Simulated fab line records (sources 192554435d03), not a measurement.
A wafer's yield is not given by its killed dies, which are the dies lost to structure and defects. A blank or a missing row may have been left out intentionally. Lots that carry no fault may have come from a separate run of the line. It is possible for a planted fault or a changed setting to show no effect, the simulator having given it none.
The tool behind it: which one? | flow n5Finfet | 12 lots with 36 wafers sampled at 5 steps, on a route of 1938 steps

== WHAT THE GAUGES SHOWED, per wafer ==
No reading from a measuring or inspecting step in the record can be judged against a usual standard deviation.

== WHAT TOOL EACH LOT RAN ON (gives the tool, then ch and the chambers of the sampled wafers, and finally the start) ==
lot  | N5_BEOL_M5_SPUTTER_48       | N5_BEOL_M5_ANNEAL_82        | N5_BEOL_M5_ANNEAL_84        | N5_BEOL_M5_SPUTTER_90       | N5_PASSIVATION_PROBE_49
L766 | pvdSputter-03, day 8 06:46  | pvdSputter-03, day 8 07:55  | pvdSputter-03, day 8 09:01  | pvdSputter-03, day 8 11:06  | prober-02, day 12 02:49
L768 | pvdSputter-03, day 8 12:24  | pvdSputter-03, day 8 13:34  | pvdSputter-03, day 8 14:40  | pvdSputter-03, day 8 16:45  | prober-01, day 12 06:31
L770 | pvdSputter-03, day 9 04:28  | pvdSputter-03, day 9 05:38  | pvdSputter-03, day 9 06:43  | pvdSputter-03, day 9 08:49  | prober-02, day 13 10:35
L772 | pvdSputter-02, day 9 10:41  | pvdSputter-02, day 9 11:51  | pvdSputter-02, day 9 12:56  | pvdSputter-02, day 9 15:02  | prober-01, day 13 21:11
L779 | pvdSputter-01, day 11 15:15 | pvdSputter-01, day 11 16:25 | pvdSputter-01, day 11 17:30 | pvdSputter-01, day 11 19:35 | prober-01, day 15 12:24
L781 | pvdSputter-02, day 11 16:04 | pvdSputter-02, day 11 17:14 | pvdSputter-02, day 11 18:19 | pvdSputter-02, day 11 20:25 | prober-01, day 15 22:50
L780 | pvdSputter-01, day 12 14:34 | pvdSputter-01, day 12 15:44 | pvdSputter-01, day 12 16:50 | pvdSputter-01, day 12 18:55 | prober-01, day 16 09:23
L784 | pvdSputter-01, day 13 00:02 | pvdSputter-01, day 13 01:12 | pvdSputter-01, day 13 02:17 | pvdSputter-01, day 13 04:23 | prober-02, day 16 18:54
L783 | pvdSputter-02, day 13 00:40 | pvdSputter-02, day 13 01:50 | pvdSputter-02, day 13 02:55 | pvdSputter-02, day 13 05:01 | prober-01, day 16 21:34
L786 | pvdSputter-02, day 13 20:08 | pvdSputter-02, day 13 21:17 | pvdSputter-02, day 13 22:23 | pvdSputter-02, day 14 00:28 | prober-02, day 18 01:38
L789 | pvdSputter-01, day 14 05:38 | pvdSputter-01, day 14 06:47 | pvdSputter-01, day 14 07:53 | pvdSputter-01, day 14 10:09 | prober-02, day 18 02:57
L787 | pvdSputter-02, day 14 05:50 | pvdSputter-02, day 14 07:00 | pvdSputter-02, day 14 08:05 | pvdSputter-02, day 14 10:11 | prober-01, day 18 03:04
- N5_BEOL_M5_SPUTTER_48: material Cu, target thk 15 nm, time 27.62 s.
- N5_BEOL_M5_ANNEAL_82: time 1800 s.
- N5_BEOL_M5_ANNEAL_84: time 1800 s.
- N5_BEOL_M5_SPUTTER_90: material Cu, target thk 4.5 nm, time 8.29 s.
- N5_PASSIVATION_PROBE_49

== AS READ BY THE TOOLS THEMSELVES (means over the sampled wafers that have a number; for cases with no such wafer, the mark the record gives instead) ==
N5_BEOL_M5_SPUTTER_48. Usual: chamberPressurePa 0.06999 Pa, standard deviation 0.00013; chuckGasFlowSccm 1.26 sccm, standard deviation 0.047; throttleValvePct 30.0 %, standard deviation 0.97.
lot  | tool          | chamberPressurePa (Pa) | chuckGasFlowSccm (sccm) | throttleValvePct (%) | flag
L766 | pvdSputter-03 | 0.06999                | 1.27                    | 30.8                 | 
L768 | pvdSputter-03 | 0.06990                | 1.26                    | 30.9                 | 
L770 | pvdSputter-03 | 0.07003                | 1.29                    | 30.7                 | 
L772 | pvdSputter-02 | 0.06987                | 1.28                    | 28.9                 | 
L779 | pvdSputter-01 | 0.07016                | 1.25                    | 30.0                 | 
L781 | pvdSputter-02 | 0.06994                | 1.27                    | 29.2                 | 
L780 | pvdSputter-01 | 0.07001                | 1.24                    | 30.5                 | 
L784 | pvdSputter-01 | 0.06994                | 1.25                    | 30.2                 | 
L783 | pvdSputter-02 | 0.07013                | 1.26                    | 28.7                 | 
L786 | pvdSputter-02 | 0.06993                | 1.24                    | 28.2                 | 
L789 | pvdSputter-01 | 0.07001                | 1.25                    | 30.2                 | 
L787 | pvdSputter-02 | 0.07002                | 1.26                    | 29.9                 | 

N5_BEOL_M5_ANNEAL_82. Usual: heaterPowerW at 827 W, with a standard deviation of 62.
lot  | tool          | heaterPowerW (W) | flag
L766 | pvdSputter-03 | 834              | 
L768 | pvdSputter-03 | 858              | 
L770 | pvdSputter-03 | 867              | 
L772 | pvdSputter-02 | 790              | 
L779 | pvdSputter-01 | 794              | 
L781 | pvdSputter-02 | 770              | 
L780 | pvdSputter-01 | 803              | 
L784 | pvdSputter-01 | 851              | 
L783 | pvdSputter-02 | 764              | 
L786 | pvdSputter-02 | 778              | 
L789 | pvdSputter-01 | 821              | 
L787 | pvdSputter-02 | 764              | 

N5_BEOL_M5_ANNEAL_84. Usual: heaterPowerW at 829 W, with a standard deviation of 63.
lot  | tool          | heaterPowerW (W) | flag
L766 | pvdSputter-03 | 862              | 
L768 | pvdSputter-03 | 863              | 
L770 | pvdSputter-03 | 868              | 
L772 | pvdSputter-02 | 790              | 
L779 | pvdSputter-01 | 797              | 
L781 | pvdSputter-02 | 750              | 
L780 | pvdSputter-01 | 809              | 
L784 | pvdSputter-01 | 841              | 
L783 | pvdSputter-02 | 765              | 
L786 | pvdSputter-02 | 764              | 
L789 | pvdSputter-01 | 819              | 
L787 | pvdSputter-02 | 767              | 

N5_BEOL_M5_SPUTTER_90. Usual: chamberPressurePa 0.06999 Pa, standard deviation 0.00013; chuckGasFlowSccm 1.26 sccm, standard deviation 0.05; throttleValvePct 30.0 %, standard deviation 0.96.
lot  | tool          | chamberPressurePa (Pa) | chuckGasFlowSccm (sccm) | throttleValvePct (%) | flag
L766 | pvdSputter-03 | 0.07007                | 1.24                    | 30.9                 | 
L768 | pvdSputter-03 | 0.07004                | 1.21                    | 30.8                 | 
L770 | pvdSputter-03 | 0.06991                | 1.30                    | 31.0                 | 
L772 | pvdSputter-02 | 0.06995                | 1.22                    | 28.8                 | 
L779 | pvdSputter-01 | -                      | -                       | -                    | OFF
L781 | pvdSputter-02 | -                      | -                       | -                    | OFF
L780 | pvdSputter-01 | -                      | -                       | -                    | OFF
L784 | pvdSputter-01 | 0.07000                | 1.25                    | 30.2                 | 
L783 | pvdSputter-02 | 0.06991                | 1.27                    | 28.5                 | 
L786 | pvdSputter-02 | 0.07009                | 1.24                    | 28.2                 | 
L789 | pvdSputter-01 | 0.06995                | 1.28                    | 30.1                 | 
L787 | pvdSputter-02 | 0.06991                | 1.24                    | 30.0                 | 

N5_PASSIVATION_PROBE_49. Usual: defectLimitedYield 91.1 %, standard deviation 1.4; killed_at_M0_to_M3 34, standard deviation 11; killed_at_M4_up 14, standard deviation 5.7; killedAtContacts 14, standard deviation 6.9; killedAtFrontEnd 40, standard deviation 11; killedAtOther 4, standard deviation 3.1; killedDies 105, standard deviation 17; killedOpen 70, standard deviation 13; killedShort 34, standard deviation 7.6; sort_bin_5_function 5.3 %, standard deviation 0.95; sort_bin_6_memory 3.3 %, standard deviation 0.64; sortNPass 1075, standard deviation 17; sortYieldPct 91.1 %, standard deviation 1.4.
lot  | tool      | defectLimitedYield (%) | killed_at_M0_to_M3 | killed_at_M4_up | killedAtContacts | killedAtFrontEnd | killedAtOther | killedDies | killedOpen | killedShort | sort_bin_5_function (%) | sort_bin_6_memory (%) | sortNPass | sortYieldPct (%) | flag
L766 | prober-02 | 91.1                   | 33                 | 15              | 13               | 39               | 4             | 105        | 66         | 38          | 5.6                     | 2.8                   | 1075      | 91.1             | 
L768 | prober-01 | 91.1                   | 39                 | 11              | 9                | 40               | 7             | 105        | 70         | 35          | 5.1                     | 3.6                   | 1075      | 91.1             | 
L770 | prober-02 | 92.8                   | 21                 | 8               | 11               | 35               | 9             | 84         | 59         | 23          | 4.1                     | 2.8                   | 1096      | 92.8             | 
L772 | prober-01 | 90.8                   | 34                 | 9               | 9                | 54               | 3             | 109        | 73         | 36          | 5.3                     | 3.7                   | 1071      | 90.8             | 
L779 | prober-01 | 92.2                   | 36                 | 14              | 13               | 29               | 1             | 92         | 61         | 29          | 4.9                     | 2.7                   | 1088      | 92.2             | 
L781 | prober-01 | 92.4                   | 31                 | 18              | 8                | 32               | 2             | 90         | 56         | 31          | 4.6                     | 2.8                   | 1090      | 92.4             | 
L780 | prober-01 | 89.4                   | 38                 | 12              | 16               | 50               | 9             | 125        | 78         | 47          | 6.4                     | 3.8                   | 1055      | 89.4             | 
L784 | prober-02 | 90.6                   | 35                 | 24              | 19               | 32               | 1             | 111        | 79         | 31          | 5.3                     | 3.9                   | 1069      | 90.6             | 
L783 | prober-01 | 89.9                   | 29                 | 7               | 24               | 57               | 3             | 120        | 78         | 40          | 6.0                     | 3.7                   | 1060      | 89.9             | 
L786 | prober-02 | 90.1                   | 55                 | 10              | 11               | 33               | 7             | 116        | 78         | 37          | 6.3                     | 3.1                   | 1064      | 90.1             | 
L789 | prober-02 | 90.5                   | 33                 | 16              | 16               | 46               | 1             | 112        | 75         | 35          | 5.3                     | 3.7                   | 1068      | 90.5             | 
L787 | prober-01 | 90.6                   | 32                 | 7               | 23               | 43               | 6             | 111        | 77         | 33          | 5.9                     | 3.2                   | 1069      | 90.6             | 

== THE ANSWER, worked out from the rows above alone ==
Rule: a lot counts as off when the mean over its wafers that have a number is more than 3 standard deviations away from the usual mean. Also off: a lot with no number at a reading for which 4 or more lots have one. The other lots that the step has rows for count as sound. The gauges are gone through in route order, then the tools' own readings, and for those a lot's mean is taken as printed above. The first step at which some lot is off is used, and at that step the reading that is off furthest; a lot without a number counts as furthest.
Off: L779, L781, L780 (N5_BEOL_M5_SPUTTER_90, chamberPressurePa). Without a number there: L779, L781, L780.
If a tool, at that step or one of the process steps before it, ran each lot that is off and ran no sound lot following the first of them, it fits. Not one of the candidates tried fits.

== WHAT THE SIMULATOR HAD PUT IN ==
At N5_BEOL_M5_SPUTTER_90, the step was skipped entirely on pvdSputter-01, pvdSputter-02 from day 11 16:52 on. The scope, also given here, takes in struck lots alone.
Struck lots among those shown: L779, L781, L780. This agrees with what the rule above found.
